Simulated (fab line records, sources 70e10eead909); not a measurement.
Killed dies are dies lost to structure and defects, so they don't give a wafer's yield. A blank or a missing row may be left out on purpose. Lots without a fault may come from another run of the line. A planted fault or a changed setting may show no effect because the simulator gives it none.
Chamber matching | flow nand_harc | NHARC_A_M0_DEP_32 on pecvd-02: 3 sister chambers
The step deposits SiCN, target thk 30 nm. 18 wafers are shown with their chamber, then 9 later ones without.

WAFERS WITH THEIR CHAMBER
wafer  | chamber | showerhead_vpp_V (V) | heater_power_w (W) | rf_fwd_power_W (W)
L075.2 | 1       | 1392                 | 422                | 449.7
L075.3 | 2       | 1280                 | 708                | 449.2
L075.4 | 2       | 1291                 | 736                | 448.4
L076.1 | 2       | 1286                 | 710                | 447.6
L076.2 | 0       | 1266                 | 786                | 450.6
L076.3 | 1       | 1397                 | 443                | 448.7
L086.2 | 0       | 1250                 | 739                | 447.9
L086.4 | 2       | 1309                 | 629                | 448.7
L086.5 | 1       | 1403                 | 493                | 448.7
L090.4 | 1       | 1388                 | 420                | 450.3
L090.5 | 2       | 1300                 | 529                | 450.0
L090.6 | 0       | 1234                 | 728                | 447.9
L092.2 | 0       | 1261                 | 787                | 450.5
L092.4 | 2       | 1294                 | 625                | 452.2
L092.6 | 1       | 1394                 | 438                | 448.2
L095.1 | 0       | 1253                 | 732                | 448.9
L095.4 | 1       | 1379                 | 444                | 450.4
L095.5 | 0       | 1223                 | 751                | 449.8

SIGNATURES (means of the wafers above)
reading          | chamber 0 | chamber 1 | chamber 2 | scatter within a chamber
showerhead_vpp_V | 1247.83   | 1392.17   | 1293.33   | 12.1
heater_power_w   | 753.83    | 443.33    | 656.17    | 49.6
rf_fwd_power_W   | 449.267   | 449.333   | 449.350   | 1.28
Rule: a wafer's distance from a chamber is the root of the sum, over the readings, of the square of ((its reading less the chamber's mean) divided by the reading's scatter). The wafer belongs to the nearest chamber; if the next one is less than 2 further off, it can't be placed. The scatter: the root of (the sum of the squares of (reading less its chamber's mean) over the shown wafers, divided by (wafers less chambers)).

WAFERS WITHOUT THEIR CHAMBER
wafer  | showerhead_vpp_V (V) | heater_power_w (W) | rf_fwd_power_W (W)
L094.2 | 1308                 | 605                | 449.7
L094.5 | 1253                 | 722                | 446.9
L094.6 | 1401                 | 437                | 448.0
L093.1 | 1405                 | 431                | 447.4
L093.5 | 1236                 | 753                | 449.6
L093.6 | 1384                 | 417                | 448.2
L097.1 | 1402                 | 482                | 451.1
L097.2 | 1248                 | 702                | 448.0
L097.6 | 1406                 | 483                | 448.8

WHICH CHAMBER EACH WENT THROUGH
wafer  | from the rows above | in truth
L094.2 | 2                   | 2
L094.5 | 0                   | 0
L094.6 | 1                   | 1
L093.1 | 1                   | 1
L093.5 | 0                   | 0
L093.6 | 1                   | 1
L097.1 | 1                   | 1
L097.2 | 0                   | 0
L097.6 | 1                   | 1
Placed correctly: 9 of 9. Can't be placed from these rows: 0. Placed wrongly: 0.
